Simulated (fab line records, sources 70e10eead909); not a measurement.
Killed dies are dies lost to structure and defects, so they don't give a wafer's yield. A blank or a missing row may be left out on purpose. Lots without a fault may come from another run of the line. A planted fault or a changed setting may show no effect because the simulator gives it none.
Chamber matching | flow nand_harc | NHARC_A_CHANNEL_HOLE_D1_DESCUM_15 on rie_diel-12: 4 sister chambers
The step chemistry O2, time 3 s. 18 wafers are shown with their chamber, then 9 later ones without.

WAFERS WITH THEIR CHAMBER
wafer  | chamber | showerhead_plenum_p_Torr (Torr) | drypump_motor_current_A (A) | oes_product_au (a.u.)
L075.2 | 0       | 2.07                            | 5.6                         | 1.009
L075.3 | 1       | 1.80                            | 6.2                         | 1.010
L075.4 | 3       | 2.00                            | 5.6                         | 1.037
L078.2 | 2       | 1.91                            | 6.1                         | 0.999
L078.5 | 3       | 2.00                            | 5.6                         | 1.038
L078.6 | 2       | 1.91                            | 6.2                         | 1.007
L076.2 | 3       | 2.00                            | 5.6                         | 1.038
L076.5 | 1       | 1.80                            | 6.2                         | 1.013
L076.6 | 2       | 1.91                            | 6.1                         | 1.007
L082.3 | 0       | 2.07                            | 5.6                         | 0.986
L082.4 | 3       | 1.99                            | 5.6                         | 1.002
L082.6 | 0       | 2.07                            | 5.5                         | 0.990
L082.1 | 2       | 1.91                            | 6.2                         | 1.013
L082.2 | 1       | 1.80                            | 6.2                         | 0.987
L082.5 | 3       | 2.00                            | 5.6                         | 0.998
L085.1 | 1       | 1.80                            | 6.2                         | 0.996
L085.4 | 3       | 1.99                            | 5.6                         | 1.007
L085.6 | 2       | 1.91                            | 6.2                         | 1.005

SIGNATURES (means of the wafers above)
reading                  | chamber 0 | chamber 1 | chamber 2 | chamber 3 | scatter within a chamber
showerhead_plenum_p_Torr | 2.0700    | 1.8000    | 1.9100    | 1.9967    | 0.00309
drypump_motor_current_A  | 5.567     | 6.200     | 6.160     | 5.600     | 0.0365
oes_product_au           | 0.99500   | 1.00150   | 1.00620   | 1.02000   | 0.014
Rule: a wafer's distance from a chamber is the root of the sum, over the readings, of the square of ((its reading less the chamber's mean) divided by the reading's scatter). The wafer belongs to the nearest chamber; if the next one is less than 2 further off, it can't be placed. The scatter: the root of (the sum of the squares of (reading less its chamber's mean) over the shown wafers, divided by (wafers less chambers)).

WAFERS WITHOUT THEIR CHAMBER
wafer  | showerhead_plenum_p_Torr (Torr) | drypump_motor_current_A (A) | oes_product_au (a.u.)
L091.1 | 1.80                            | 6.2                         | 1.005
L091.2 | 2.06                            | 5.5                         | 0.985
L091.3 | 1.99                            | 5.6                         | 1.002
L093.1 | 1.99                            | 5.6                         | 1.007
L093.3 | 1.80                            | 6.2                         | 1.010
L093.6 | 1.91                            | 6.1                         | 1.009
L093.2 | 1.91                            | 6.1                         | 1.023
L093.4 | 1.80                            | 6.2                         | 1.009
L093.5 | 1.99                            | 5.6                         | 1.003

WHICH CHAMBER EACH WENT THROUGH
wafer  | from the rows above | in truth
L091.1 | 1                   | 1
L091.2 | 0                   | 0
L091.3 | 3                   | 3
L093.1 | 3                   | 3
L093.3 | 1                   | 1
L093.6 | 2                   | 2
L093.2 | 2                   | 2
L093.4 | 1                   | 1
L093.5 | 3                   | 3
Placed correctly: 9 of 9. Can't be placed from these rows: 0. Placed wrongly: 0.
